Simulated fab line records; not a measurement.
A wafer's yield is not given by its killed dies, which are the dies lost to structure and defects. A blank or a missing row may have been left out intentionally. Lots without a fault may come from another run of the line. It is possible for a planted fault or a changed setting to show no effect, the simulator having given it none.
Split-lot experiment / flow n5-finfet / on a route of 1938 steps: 7 lots, 39 wafers read

## ABOUT THE SPLIT
At N5_DUMMY_GATE_ETCH_37 (etches SOC in N2/H2, target depth 60 nm, overetch 30 nm), the setting source-w was moved away from the recipe's 840 W on 12 of the 39 wafers read, by -16.8% to +14.3%. The other wafers ran this setting at the recipe's value.

Reading taken at the split's own step.

## THE READING
rf-vpp-V, in V, at N5_DUMMY_GATE_ETCH_37 (etches SOC in N2/H2, target depth 60 nm, overetch 30 nm). Fault-free wafers of this fab line usually give 524.6 V, standard deviation 2.8 V.

wafer=L074.1; tool, chamber at the split=rie-diel-04, 2; source-w as run, W=698.7; against the recipe=-16.8%; rf-vpp-V, V=558.6; against lot-mates on the recipe=+32.7
wafer=L074.2; tool, chamber at the split=rie-diel-04, 0; source-w as run, W=698.7; against the recipe=-16.8%; rf-vpp-V, V=559.9; against lot-mates on the recipe=+34.0
wafer=L074.3; tool, chamber at the split=rie-diel-04, 3; source-w as run, W=698.7; against the recipe=-16.8%; rf-vpp-V, V=554.0; against lot-mates on the recipe=+28.1
wafer=L074.4; tool, chamber at the split=rie-diel-04, 1; source-w as run, W=840; against the recipe=recipe; rf-vpp-V, V=525.7; against lot-mates on the recipe=-
wafer=L074.5; tool, chamber at the split=rie-diel-04, 2; source-w as run, W=840; against the recipe=recipe; rf-vpp-V, V=526.9; against lot-mates on the recipe=-
wafer=L074.6; tool, chamber at the split=rie-diel-04, 1; source-w as run, W=840; against the recipe=recipe; rf-vpp-V, V=525.2; against lot-mates on the recipe=-
wafer=L075.1; tool, chamber at the split=rie-diel-02, 0; source-w as run, W=840; against the recipe=recipe; rf-vpp-V, V=525.2; against lot-mates on the recipe=-
wafer=L075.2; tool, chamber at the split=rie-diel-02, 1; source-w as run, W=840; against the recipe=recipe; rf-vpp-V, V=528.3; against lot-mates on the recipe=-
wafer=L075.3; tool, chamber at the split=rie-diel-02, 3; source-w as run, W=840; against the recipe=recipe; rf-vpp-V, V=524.5; against lot-mates on the recipe=-
wafer=L075.4; tool, chamber at the split=rie-diel-02, 2; source-w as run, W=840; against the recipe=recipe; rf-vpp-V, V=521.3; against lot-mates on the recipe=-
wafer=L075.5; tool, chamber at the split=rie-diel-02, 1; source-w as run, W=840; against the recipe=recipe; rf-vpp-V, V=524.2; against lot-mates on the recipe=-
wafer=L075.6; tool, chamber at the split=rie-diel-02, 0; source-w as run, W=840; against the recipe=recipe; rf-vpp-V, V=526.6; against lot-mates on the recipe=-
wafer=L077.1; tool, chamber at the split=rie-diel-04, 1; source-w as run, W=840; against the recipe=recipe; rf-vpp-V, V=526.3; against lot-mates on the recipe=-
wafer=L077.2; tool, chamber at the split=rie-diel-04, 3; source-w as run, W=840; against the recipe=recipe; rf-vpp-V, V=520.5; against lot-mates on the recipe=-
wafer=L077.3; tool, chamber at the split=rie-diel-04, 2; source-w as run, W=893.9; against the recipe=+6.4%; rf-vpp-V, V=515.4; against lot-mates on the recipe=-9.2
wafer=L077.4; tool, chamber at the split=rie-diel-04, 0; source-w as run, W=893.9; against the recipe=+6.4%; rf-vpp-V, V=517.4; against lot-mates on the recipe=-7.2
wafer=L077.5; tool, chamber at the split=rie-diel-04, 1; source-w as run, W=840; against the recipe=recipe; rf-vpp-V, V=527.0; against lot-mates on the recipe=-
wafer=L077.6; tool, chamber at the split=rie-diel-04, 2; source-w as run, W=893.9; against the recipe=+6.4%; rf-vpp-V, V=515.7; against lot-mates on the recipe=-8.9
wafer=L081.1; tool, chamber at the split=rie-diel-04, 0; source-w as run, W=955.7; against the recipe=+13.8%; rf-vpp-V, V=504.7; against lot-mates on the recipe=-21.8
wafer=L081.2; tool, chamber at the split=rie-diel-04, 2; source-w as run, W=840; against the recipe=recipe; rf-vpp-V, V=526.3; against lot-mates on the recipe=-
wafer=L081.3; tool, chamber at the split=rie-diel-04, 1; source-w as run, W=840; against the recipe=recipe; rf-vpp-V, V=525.8; against lot-mates on the recipe=-
wafer=L081.4; tool, chamber at the split=rie-diel-04, 3; source-w as run, W=955.7; against the recipe=+13.8%; rf-vpp-V, V=498.3; against lot-mates on the recipe=-28.2
wafer=L081.5; tool, chamber at the split=rie-diel-04, 1; source-w as run, W=840; against the recipe=recipe; rf-vpp-V, V=527.4; against lot-mates on the recipe=-
wafer=L081.6; tool, chamber at the split=rie-diel-04, 0; source-w as run, W=955.7; against the recipe=+13.8%; rf-vpp-V, V=506.5; against lot-mates on the recipe=-20.0
wafer=L083.1; tool, chamber at the split=rie-diel-04, 1; source-w as run, W=840; against the recipe=recipe; rf-vpp-V, V=526.1; against lot-mates on the recipe=-
wafer=L083.2; tool, chamber at the split=rie-diel-04, 0; source-w as run, W=840; against the recipe=recipe; rf-vpp-V, V=527.9; against lot-mates on the recipe=-
wafer=L083.4; tool, chamber at the split=rie-diel-04, 3; source-w as run, W=840; against the recipe=recipe; rf-vpp-V, V=521.2; against lot-mates on the recipe=-
wafer=L088.1; tool, chamber at the split=rie-diel-06, 0; source-w as run, W=840; against the recipe=recipe; rf-vpp-V, V=526.6; against lot-mates on the recipe=-
wafer=L088.2; tool, chamber at the split=rie-diel-06, 1; source-w as run, W=840; against the recipe=recipe; rf-vpp-V, V=525.0; against lot-mates on the recipe=-
wafer=L088.3; tool, chamber at the split=rie-diel-06, 3; source-w as run, W=960; against the recipe=+14.3%; rf-vpp-V, V=496.8; against lot-mates on the recipe=-28.7
wafer=L088.4; tool, chamber at the split=rie-diel-06, 2; source-w as run, W=960; against the recipe=+14.3%; rf-vpp-V, V=499.4; against lot-mates on the recipe=-26.1
wafer=L088.5; tool, chamber at the split=rie-diel-06, 0; source-w as run, W=960; against the recipe=+14.3%; rf-vpp-V, V=503.3; against lot-mates on the recipe=-22.2
wafer=L088.6; tool, chamber at the split=rie-diel-06, 1; source-w as run, W=840; against the recipe=recipe; rf-vpp-V, V=525.0; against lot-mates on the recipe=-
wafer=L095.1; tool, chamber at the split=rie-diel-02, 3; source-w as run, W=840; against the recipe=recipe; rf-vpp-V, V=524.8; against lot-mates on the recipe=-
wafer=L095.2; tool, chamber at the split=rie-diel-02, 1; source-w as run, W=840; against the recipe=recipe; rf-vpp-V, V=526.2; against lot-mates on the recipe=-
wafer=L095.3; tool, chamber at the split=rie-diel-02, 2; source-w as run, W=840; against the recipe=recipe; rf-vpp-V, V=520.5; against lot-mates on the recipe=-
wafer=L095.4; tool, chamber at the split=rie-diel-02, 0; source-w as run, W=840; against the recipe=recipe; rf-vpp-V, V=525.6; against lot-mates on the recipe=-
wafer=L095.5; tool, chamber at the split=rie-diel-02, 1; source-w as run, W=840; against the recipe=recipe; rf-vpp-V, V=526.3; against lot-mates on the recipe=-
wafer=L095.6; tool, chamber at the split=rie-diel-02, 2; source-w as run, W=840; against the recipe=recipe; rf-vpp-V, V=521.0; against lot-mates on the recipe=-

THE FIT
A straight line over all 39 wafers: rf-vpp-V changes by -1.78 V for each +1% of source-w; r = -0.98; the points scatter about the line by 2.6 V.
The same after taking each lot's own level away (the mean of its wafers on the recipe; 39 wafers): -1.78 V for each +1%; r = -0.98; scatter 2.5 V.
According to that fit, moving source-w by its largest amount changes the reading by 30 V.
The span of the lots' own levels, 524.07 to 526.50 V, comes to 0.9 times the standard deviation stated above.
Hence the lot-to-lot level has little effect on the slope; both slopes agree.
Check: +30 V against its lot-mates is what the line predicts for one of the wafers moved furthest among these (-16.8%) when that wafer is left out of the fit. Against them it came out at +32.7 V.
Tool readings at the split's step, against how far the setting was moved: rf-vpp-V r = -0.98.

## FILE'S OWN FIT
rf-vpp-V changes by -1.77 V for each +1% of source-w, r = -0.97.
